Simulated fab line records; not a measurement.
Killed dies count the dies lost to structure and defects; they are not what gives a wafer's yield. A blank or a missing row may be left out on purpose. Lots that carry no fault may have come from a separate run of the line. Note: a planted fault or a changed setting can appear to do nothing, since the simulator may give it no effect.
fab line records	flow n5_finfet
record: lots: 7	wafers: 18	last_day: 17
route steps=1938 shown DUMMY_GATE@250 SPACER0@258 SD_EPI_N@262 BEOL_M4@1111 PASSIVATION@1936
lots untouched by any fault: they come from a run of this same line in which no faults occurred
start_h: hours from the record's opening day to when the first of the lot's shown wafers began	wait_h: hours from the lot's prior step to this one	" same as the row above	L1.1+2: a row that stands for several wafers	- no value, or no start given	* or withheld: withheld	< > ~ a bound
route shown NAME@n: NAME is a module with steps in the file, n the number in the route of the first one	usual: the fault-free wafers' mean and standard deviation	same: alike in all rows	chamber/n: place in a boat	sites: readings site by site	_std_site: their standard deviation	_edge_site: the outer-site mean with the inner-site mean subtracted	radius_mm: for every site, how far away it sits from the centre of the wafer	mask NAME#n: copy n	behind: the tool/chamber that last shaped the wafer	hold: why the lot went on hold/how many hours it stayed there/how the hold came to an end	device: transistor that didn't switch, given as n, p or np	end of line: the route-end tests of the same wafers	for a step that has no rows: nothing shown but its recipe	killed: not the wafer's yield, but the dies lost to structure and defects at the first sort	map: a wafer's dies, x killed, . not, _ none there
set.NAME: the setting the step ran with; set.NAME@STEP: the setting that earlier step ran with	model.NAME: the simulator's own value behind a step, which no gauge read
lots seen at some steps along the route; tables by step, rows by wafer
services: a tool's chamber out of use, with start hour (start_h, from the record's first day; less than 0 if before it), hours out, and reason
== steps ==
step: N5_DUMMY_GATE_ETCH_42
recipe: chemistry: CHF3/O2	target: SiO2	target_depth_a: 35	time_s: 31	ion_energy_ev: 30	bias_w: 12	pressure_mtorr: 30	source_w: 600	Ar_flow_sccm: 200	CHF3_flow_sccm: 50	O2_flow_sccm: 5
usual: drypump_motor_current_A: 5.4/0.5	oes_product_au: 0.77/0.054	rf_fwd_power_W: 593.7/2.6	rf_vpp_V: 42.4/0.88	showerhead_plenum_p_Torr: 2.38/0.089	throttle_valve_pct: 18.73/0.19
lot.wafer	tool	chamber	start_h	wait_h	drypump_motor_current_A	oes_product_au	rf_fwd_power_W	rf_hours_counter_h	rf_vpp_V	showerhead_plenum_p_Torr	throttle_valve_pct
L720.1	rie_diel-06	0	52.50	0.0	5.6	0.75	595.7	121	40.8	2.43	19.07
L720.4	"	2	"	"	5.0	0.78	594.6	113	41.4	2.34	18.74
L720.5	"	0	"	"	5.6	0.75	594.1	-	42.3	2.43	19.09
L724.4	rie_diel-01	1	77.40	0.1	4.7	0.73	592.4	159	44.9	2.51	19.03
L724.6	"	0	"	"	5.4	0.82	590.7	-	43.3	2.25	18.53
L726.1	rie_diel-01	2	89.09	0.0	6.3	0.76	596.2	130	41.5	2.41	18.57
L726.3	"	0	"	"	5.4	0.83	591.7	81	41.1	2.25	18.54
L728.1	rie_diel-06	0	104.09	0.1	5.5	0.74	592.2	137	43.5	2.42	19.11
L728.3	"	1	"	"	4.9	0.79	592.6	120	42.6	2.33	18.76
L737.1	rie_diel-02	2	154.47	0.1	5.1	0.74	590.5	152	42.3	2.32	18.71
L737.3	"	0	"	"	5.2	0.89	593.7	39	42.3	2.55	18.40
L737.5	"	2	"	"	5.1	0.76	592.3	-	42.5	2.32	18.71
L738.3	rie_diel-01	3	161.80	0.0	5.7	0.70	598.2	230	42.3	2.39	18.88
L738.4	"	1	"	"	4.7	0.72	590.4	184	42.6	2.51	19.07
L738.6	"	3	"	"	5.7	0.71	597.8	-	43.0	2.39	18.87
L740.2	rie_diel-01	0	173.77	0.0	5.4	0.79	593.3	106	41.6	2.24	18.57
L740.4	"	3	"	"	5.7	0.69	595.6	233	41.6	2.39	18.91
L740.6	"	0	"	"	5.4	0.79	590.1	-	41.9	2.24	18.55
step: N5_DUMMY_GATE_STRIP_48
recipe: chemistry: N2/H2	time_s: 20	power_w: 100	temp_c: 40	pressure_mtorr: 100	rf_frequency_hz: 6e+07	bias_power_w: 3	n2_flow_sccm: 300	h2_flow_sccm: 300
usual: drypump_motor_current_A: 5.4/0.5	oes_product_au: 0.77/0.052	rf_vpp_V: 45.1/0.83	showerhead_plenum_p_Torr: 3.33/0.12	throttle_valve_pct: 12.18/0.19
lot.wafer	tool	chamber	start_h	wait_h	drypump_motor_current_A	oes_product_au	rf_hours_counter_h	rf_vpp_V	showerhead_plenum_p_Torr	throttle_valve_pct
L720.1	rie_diel-06	0	52.54	0.0	5.5	0.76	122	45.2	3.39	12.49
L720.4	"	2	"	"	5.0	0.78	113	44.4	3.26	12.10
L720.5	"	0	"	"	5.5	0.76	-	45.0	3.39	12.46
L724.4	rie_diel-01	1	77.45	0.0	4.7	0.74	159	44.6	3.50	12.35
L724.6	"	0	"	"	5.4	0.82	-	45.6	3.15	11.90
L726.1	rie_diel-01	2	89.14	0.0	6.3	0.75	130	45.2	3.38	12.05
L726.3	"	0	"	"	5.4	0.81	81	44.0	3.15	11.91
L728.1	rie_diel-06	0	104.14	0.0	5.5	0.75	137	42.8	3.39	12.51
L728.3	"	1	"	"	4.9	0.79	120	44.7	3.26	12.14
L737.1	rie_diel-02	2	154.52	0.0	5.1	0.76	152	44.3	3.24	12.17
L737.3	"	0	"	"	5.2	0.89	39	45.0	3.58	11.87
L737.5	"	2	"	"	5.1	0.76	-	45.3	3.24	12.17
L738.3	rie_diel-01	3	161.85	0.0	5.7	0.70	230	44.8	3.34	12.45
L738.4	"	1	"	"	4.7	0.72	184	44.7	3.49	12.43
L738.6	"	3	"	"	5.7	0.71	-	45.1	3.34	12.47
L740.2	rie_diel-01	0	173.82	0.0	5.4	0.78	106	44.6	3.13	11.97
L740.4	"	3	"	"	5.8	0.70	233	43.8	3.34	12.47
L740.6	"	0	"	"	5.4	0.79	-	45.1	3.13	11.99
step: N5_DUMMY_GATE_PRECLEAN_33
recipe: chemistry: dHF	time_s: 10	dilution: 750:1	temp_c: 25
step: N5_DUMMY_GATE_PRECLEAN_25
recipe: chemistry: O3/DIW	time_s: 45	temp_c: 22	o3_ppm: 10
step: N5_DUMMY_GATE_PRECLEAN_51
recipe: chemistry: SC2	time_s: 45	temp_c: 35	mix: 1:1:50
step: N5_DUMMY_GATE_SRD_26
recipe: dry: ipa_marangoni	time_s: 30	temp_c: 23	rinse_liquid: diw
step: N5_DUMMY_GATE_UV_OZONE_45
recipe: time_s: 120	pressure_torr: 760	temp_c: 25
step: N5_DUMMY_GATE_INSPECT_27
recipe: inspect_instrument: brightfield	mode: aei
usual: raw_defect_count: 279/69
lot.wafer	tool	chamber	start_h	wait_h	raw_defect_count
L720.1	defect_inspect-01	-	52.74	0.0	399
L720.4	"	-	"	"	270
L720.5	"	-	"	"	335
L724.4	defect_inspect-02	-	77.65	0.0	257
L724.6	"	-	"	"	261
L726.1	defect_inspect-01	-	89.33	0.0	242
L726.3	"	-	"	"	265
L728.1	defect_inspect-02	-	104.33	0.0	233
L728.3	"	-	"	"	232
L737.1	defect_inspect-01	-	154.71	0.0	203
L737.3	"	-	"	"	198
L737.5	"	-	"	"	226
L738.3	defect_inspect-01	-	162.04	0.0	266
L738.4	"	-	"	"	339
L738.6	"	-	"	"	235
L740.2	defect_inspect-02	-	174.00	0.0	228
L740.4	"	-	"	"	356
L740.6	"	-	"	"	320
step: N5_SPACER0_ALD_07
recipe: material: SiNx	target_thk_a: 20	temp_c: 400	ald_precursor_family: SiH2I2	ald_co_reactant: N2/H2-plasma	pressure_torr: 2
usual: heater_power_w: 865/89	susceptor_temp_C: 399.98/0.21
lot.wafer	tool	chamber	start_h	wait_h	heater_power_w	susceptor_temp_C
L720.1	ald_sin-04	3	52.84	0.1	702	400.10
L720.4	"	2	"	"	862	400.27
L720.5	"	0	"	"	798	400.08
L724.4	ald_sin-01	2	77.69	0.0	917	399.95
L724.6	"	0	"	"	872	400.11
L726.1	ald_sin-04	0	90.85	1.5	815	399.75
L726.3	"	1	"	"	941	400.20
L728.1	ald_sin-03	2	104.64	0.3	829	399.75
L728.3	"	3	"	"	909	399.99
L737.1	ald_sin-04	3	154.75	0.0	694	399.83
L737.3	"	1	"	"	947	400.02
L737.5	"	0	"	"	813	399.85
L738.3	ald_sin-03	2	162.08	0.0	834	399.68
L738.4	"	1	"	"	1035	400.00
L738.6	"	0	"	"	850	399.89
L740.2	ald_sin-01	0	174.04	0.0	859	400.37
L740.4	"	3	"	"	1021	400.06
L740.6	"	3	"	"	1047	399.61
step: N5_SPACER0_ALD_00
recipe: material: SiOCN	target_thk_a: 35	temp_c: 400	ald_precursor_family: alkyl-aminosilane	ald_co_reactant: O2/N2-plasma	pulse_time_s: 3	purge_time_s: 2	co_reactant_purge_time_s: 2	ald_cycles: 58	pressure_torr: 2
usual: heater_power_w: 866/87	precursor_pulse_height_rel: 0.999/0.021	susceptor_temp_C: 400.00/0.21
same: pulse_time_s: 3
lot.wafer	tool	chamber	start_h	wait_h	heater_power_w	precursor_pulse_height_rel	susceptor_temp_C
L720.1	ald_sin-04	3	53.00	0.1	673	0.998	399.97
L720.4	"	2	"	"	856	0.998	399.77
L720.5	"	0	"	"	816	0.946	399.71
L724.4	ald_sin-01	2	77.84	0.1	930	1.035	400.11
L724.6	"	0	"	"	865	1.017	399.91
L726.1	ald_sin-04	0	91.00	0.1	828	1.020	400.15
L726.3	"	1	"	"	935	0.969	400.46
L728.1	ald_sin-03	2	104.79	0.1	827	1.051	400.04
L728.3	"	3	"	"	906	0.980	399.73
L737.1	ald_sin-04	3	154.90	0.1	685	0.982	399.78
L737.3	"	1	"	"	922	0.951	399.95
L737.5	"	0	"	"	816	1.031	400.11
L738.3	ald_sin-03	2	162.23	0.1	835	1.014	399.82
L738.4	"	1	"	"	994	0.998	400.19
L738.6	"	0	"	"	826	0.995	400.14
L740.2	ald_sin-01	0	174.19	0.1	879	1.014	399.83
L740.4	"	3	"	"	985	1.003	400.06
L740.6	"	3	"	"	1015	1.003	400.02
step: N5_SPACER0_ALD_08
recipe: material: SiNx	target_thk_a: 20	temp_c: 400	ald_precursor_family: SiH2I2	ald_co_reactant: N2/H2-plasma	pressure_torr: 2
usual: heater_power_w: 870/88	susceptor_temp_C: 400.00/0.21
lot.wafer	tool	chamber	start_h	wait_h	heater_power_w	susceptor_temp_C
L720.1	ald_sin-04	3	53.25	0.1	694	400.18
L720.4	"	2	"	"	891	400.29
L720.5	"	0	"	"	806	400.05
L724.4	ald_sin-01	2	78.10	0.1	903	399.84
L724.6	"	0	"	"	864	400.02
L726.1	ald_sin-04	0	91.26	0.1	822	399.90
L726.3	"	1	"	"	932	400.28
L728.1	ald_sin-03	2	105.05	0.1	846	399.85
L728.3	"	3	"	"	932	400.01
L737.1	ald_sin-04	3	155.16	0.1	696	399.94
L737.3	"	1	"	"	909	399.80
L737.5	"	0	"	"	806	399.68
L738.3	ald_sin-03	2	162.49	0.1	844	400.27
L738.4	"	1	"	"	1005	399.83
L738.6	"	0	"	"	817	400.01
L740.2	ald_sin-01	0	174.45	0.1	858	399.89
L740.4	"	3	"	"	1013	400.05
L740.6	"	3	"	"	1023	400.15
step: N5_SPACER0_INSPECT_04
recipe: inspect_instrument: darkfield	mode: post_dep
usual: raw_defect_count: 128/30
lot.wafer	tool	chamber	start_h	wait_h	raw_defect_count
L720.1	defect_inspect-02	-	53.41	0.1	203
L720.4	"	-	"	"	152
L720.5	"	-	"	"	205
L724.4	defect_inspect-02	-	78.26	0.1	142
L724.6	"	-	"	"	112
L726.1	defect_inspect-02	-	91.41	0.1	108
L726.3	"	-	"	"	137
L728.1	defect_inspect-01	-	105.20	0.1	100
L728.3	"	-	"	"	95
L737.1	defect_inspect-01	-	155.31	0.1	85
L737.3	"	-	"	"	94
L737.5	"	-	"	"	90
L738.3	defect_inspect-02	-	162.65	0.1	121
L738.4	"	-	"	"	136
L738.6	"	-	"	"	107
L740.2	defect_inspect-02	-	174.61	0.1	112
L740.4	"	-	"	"	169
L740.6	"	-	"	"	142
step: N5_SD_EPI_N_COAT_32
recipe: resist: SOC	temp_c: 250	time_s: 60	spin_rpm: 1500	resist_thk_nm: 350
usual: run_length_s: 66.07/0.19
lot.wafer	tool	chamber	start_h	wait_h	run_length_s
L720.1	litho_track-01	0	53.44	0.0	66.34
L720.4	"	0	"	"	66.32
L720.5	"	0	"	"	66.43
L724.4	litho_track-04	0	78.29	0.0	65.87
L724.6	"	0	"	"	69.22
L726.1	litho_track-04	0	91.45	0.0	66.23
L726.3	"	0	"	"	68.93
L728.1	litho_track-04	0	105.24	0.0	66.13
L728.3	"	0	"	"	68.94
L737.1	litho_track-01	0	155.36	0.0	66.62
L737.3	"	0	"	"	66.35
L737.5	"	0	"	"	66.45
L738.3	litho_track-04	0	162.68	0.0	66.12
L738.4	"	0	"	"	66.02
L738.6	"	0	"	"	65.87
L740.2	litho_track-04	0	174.64	0.0	65.84
L740.4	"	0	"	"	65.93
L740.6	"	0	"	"	65.98
step: N5_SD_EPI_N_COAT_33
recipe: resist: SiARC	temp_c: 220	time_s: 60	spin_rpm: 1500	resist_thk_nm: 35
step: N5_BEOL_M4_RC_MEAS_101
usual: DIBL_N: 36.5/1.4	DIBL_P: 36.9/1.7	IOFF_N: 0.163/0.023	IOFF_P: 0.22/0.032	ION_N: 673/9	ION_P: 462/7.5	SS_N: 71.6/0.54	SS_P: 73.4/0.62	VT_N: 249.8/2.8	VT_P: -250/3.5
lot.wafer	tool	chamber	start_h	wait_h	DIBL_N[mV/V]	DIBL_P[mV/V]	IOFF_N[nA/um]	IOFF_P[nA/um]	ION_N[uA/um]	ION_P[uA/um]	SS_N[mV/dec]	SS_P[mV/dec]	VT_N[mV]	VT_P[mV]
L720.1	prober-01	0	167.14	0.0	36.8	38.2	0.177	0.25	682	471	71.9	74.2	249.3	-248
L720.4	"	0	"	"	36.7	37.7	0.171	0.24	671	459	72.5	72.9	248.2	-248
L720.5	"	0	"	"	36.8	37.4	0.170	0.23	666	459	71.6	73.5	250.0	-249
L726.1	prober-01	0	210.67	0.0	38.9	38.9	0.203	0.24	691	460	72.4	74.7	245.2	-249
L726.3	"	0	"	"	36.0	35.8	0.153	0.19	673	455	72.0	73.9	249.3	-253
L724.4	prober-02	0	210.99	0.5	38.0	38.6	0.175	0.23	663	456	72.2	73.2	250.1	-251
L724.6	"	0	"	"	37.1	38.3	0.159	0.21	682	467	71.9	73.0	247.3	-252
L728.1	prober-02	0	215.92	0.0	36.6	39.1	0.176	0.22	669	454	71.5	73.7	249.1	-252
L728.3	"	0	"	"	34.6	35.8	0.136	0.16	664	455	70.8	73.2	254.3	-255
L738.3	prober-01	0	278.24	0.3	34.9	37.1	0.153	0.22	675	473	71.8	73.9	251.9	-244
L738.4	"	0	"	"	35.1	36.5	0.143	0.22	672	464	72.2	73.9	255.5	-249
L738.6	"	0	"	"	34.1	35.7	0.139	0.20	670	467	70.9	72.9	253.1	-249
L737.1	prober-01	0	280.47	0.0	38.4	39.5	0.175	0.22	669	457	71.6	73.4	250.4	-252
L737.3	"	0	"	"	37.9	38.7	0.160	0.21	679	459	71.1	74.2	252.6	-254
L737.5	"	0	"	"	38.2	38.7	0.171	0.20	676	460	71.0	73.8	251.4	-254
L740.2	prober-01	0	307.80	0.2	33.6	33.8	0.129	0.17	665	462	70.9	72.0	249.9	-254
L740.4	"	0	"	"	34.3	35.2	0.147	0.19	677	464	70.7	73.3	246.3	-250
L740.6	"	0	"	"	32.6	33.7	0.118	0.17	672	468	70.5	72.9	253.8	-254
step: N5_PASSIVATION_PROBE_49
usual: defect_limited_yield: 91.2/1.4	killed_at_M0_to_M3: 35/11	killed_at_M4_up: 12/4.2	killed_at_contacts: 13/5.6	killed_at_front_end: 40/12	killed_at_other: 3.3/2.6	killed_dies: 103/17	killed_open: 68/12	killed_short: 34/7.6	sort_bin_5_function: 5.1/0.95	sort_bin_6_memory: 3.3/0.68	sort_n_pass: 1077/17	sort_yield_pct: 91.2/1.4
same: gross_dies: 1180	killed_at_back_side: 0	sort_bin_4_leakage[%]: 0	sort_bin_8_speed[%]: 0
lot.wafer	tool	chamber	start_h	wait_h	defect_limited_yield[%]	killed_at_M0_to_M3	killed_at_M4_up	killed_at_contacts	killed_at_front_end	killed_at_other	killed_dies	killed_open	killed_short	sort_bin_5_function[%]	sort_bin_6_memory[%]	sort_n_pass	sort_yield_pct[%]
L726.1	prober-02	-	305.98	0.0	93.3	22	13	10	34	0	79	56	23	4.2	2.4	1101	93.3
L728.1	prober-02	-	321.33	0.0	89.7	46	15	8	46	7	122	82	36	6.4	3.5	1058	89.7
L728.3	prober-02	-	321.43	0.1	91.5	44	6	6	37	7	100	67	33	4.7	3.6	1080	91.5
killed by level:class
L726.1 BEOL_M1:geometric_particle:open=9 MOL_CONTACT_COAG:geometric_particle:open=8 GATE_CUT:geometric_particle:open=6 BEOL_M4:geometric_particle:open=6 FIN_SAQP:geometric_particle:open=5 STI_FIN_REVEAL:geometric_particle:open=5 BEOL_M0_SAQP:geometric_particle:short=5 FIN_SAQP:geometric_particle:short=4
L728.1 BEOL_M3:geometric_particle:open=9 BEOL_M1:geometric_particle:open=8 BEOL_M2:geometric_particle:open=8 FIN_SAQP:geometric_particle:short=7 FIN_SAQP:geometric_particle:open=7 BEOL_M0_SAQP:geometric_particle:short=7 GATE_CUT:geometric_particle:open=6 BEOL_M0_SAQP:geometric_particle:open=6
L728.3 BEOL_M1:geometric_particle:open=12 BEOL_M2:geometric_particle:open=11 FIN_SAQP:geometric_particle:open=10 GATE_CUT:geometric_particle:short=7 FIN_SAQP:geometric_particle:short=6 MOL_CONTACT_COAG:geometric_particle:open=6 DUMMY_GATE:geometric_particle:open=5 BEOL_M3:geometric_particle:open=5
== services ==
tool	chamber	start_h	hours	kind
ald_sin-01	2	37.33	4.5	repair
ald_sin-04	0	58.17	-	calibration
ald_sin-03	-	86.27	14.0	pm
ald_sin-03	0	86.27	14.0	vent_cycle
ald_sin-03	1	86.27	14.0	vent_cycle
ald_sin-03	2	86.27	14.0	vent_cycle
ald_sin-03	3	86.27	14.0	vent_cycle
ald_sin-04	-	87.09	0.4	repair
rie_diel-01	-	89.90	2.8	pm
ald_sin-01	-	91.38	0.8	pm
ald_sin-03	0	100.27	-	clean
ald_sin-03	1	100.27	-	clean
ald_sin-03	2	100.27	-	clean
ald_sin-03	3	100.27	-	clean
rie_diel-02	0	100.79	3.5	repair
ald_sin-04	-	103.29	4.3	pm
rie_diel-02	0	104.59	9.6	repair
rie_diel-02	3	125.78	8.9	repair
ald_sin-03	-	126.31	2.5	repair
ald_sin-04	2	133.92	6.5	repair
ald_sin-01	3	144.39	2.6	repair
ald_sin-04	-	148.08	6.1	pm
rie_diel-06	0	161.86	8.2	repair
ald_sin-04	1	167.78	6.5	repair
== key ==
first_sign: step: N5_SD_EPI_N_COAT_32	reading: run_length_s	direction: up	sigmas: 16	usual: *	struck: *
effect none on later readings
met_at N5_SD_EPI_N_COAT_32
struck_wafers L724.6,L726.3,L728.3
fault: kind: process_parameter_drift	tool: litho_track-04	chamber: -	onset_h: 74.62	steps: N5_SD_EPI_N_COAT_32	channel: time_s	offset: *	shape: step	end_h: 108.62	scope: struck_wafers_only	acts_in: *	stated: *
